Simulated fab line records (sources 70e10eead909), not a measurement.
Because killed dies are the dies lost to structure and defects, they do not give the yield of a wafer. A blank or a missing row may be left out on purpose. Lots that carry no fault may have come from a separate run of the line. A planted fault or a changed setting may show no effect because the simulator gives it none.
Chamber matching + flow nandHarc + NHARC_A_STAIRCASE_CMP_472 on cmp-02: 4 sister chambers
The step polishes SiO2. 4 wafers are shown with their chamber, then 8 later ones without.

== WAFERS WITH THEIR CHAMBER ==
| wafer  | chamber | motorCurrentA (A) |
|--------|---------|-------------------|
| L085.3 | 0       | 12.5              |
| L088.4 | 3       | 12.7              |
| L091.2 | 2       | 12.5              |
| L091.3 | 1       | 11.4              |

== WAFERS WHOSE CHAMBER IS MISSING ==
| wafer  | motorCurrentA (A) |
|--------|-------------------|
| L091.4 | 13.4              |
| L092.1 | 12.1              |
| L092.2 | 11.3              |
| L092.4 | 13.2              |
| L095.2 | 13.3              |
| L095.3 | 12.8              |
| L096.3 | 12.0              |
| L096.4 | 11.0              |

== WHICH CHAMBER EACH WENT THROUGH ==
| wafer  | from the rows above               | in truth |
|--------|-----------------------------------|----------|
| L091.4 | can't be placed: 3 or 0 or 2      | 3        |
| L092.1 | can't be placed: 0 or 2 or 3 or 1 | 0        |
| L092.2 | 1                                 | 1        |
| L092.4 | can't be placed: 3 or 0 or 2      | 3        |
| L095.2 | can't be placed: 3 or 0 or 2      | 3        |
| L095.3 | can't be placed: 3 or 0 or 2      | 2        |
| L096.3 | can't be placed: 0 or 2 or 1 or 3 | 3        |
| L096.4 | 1                                 | 1        |
Correctly placed: 2 of 8. From these rows, 6 cannot be placed; in 6 the true chamber is one of the candidates. 0 placed wrongly.
How it was worked out, from the rows above alone: a wafer's distance from a chamber is the root of the sum, over the readings, of the square of ((its reading less the chamber's mean) divided by the reading's scatter). If the next closest chamber is less than 2 further off than the closest, the wafer can't be placed; otherwise it belongs to the closest. The mean given for a chamber averages the wafers shown for that chamber. The scatter: with one shown wafer a chamber, the root of the mean of the squares of how far each hidden wafer lies from its nearest shown one.
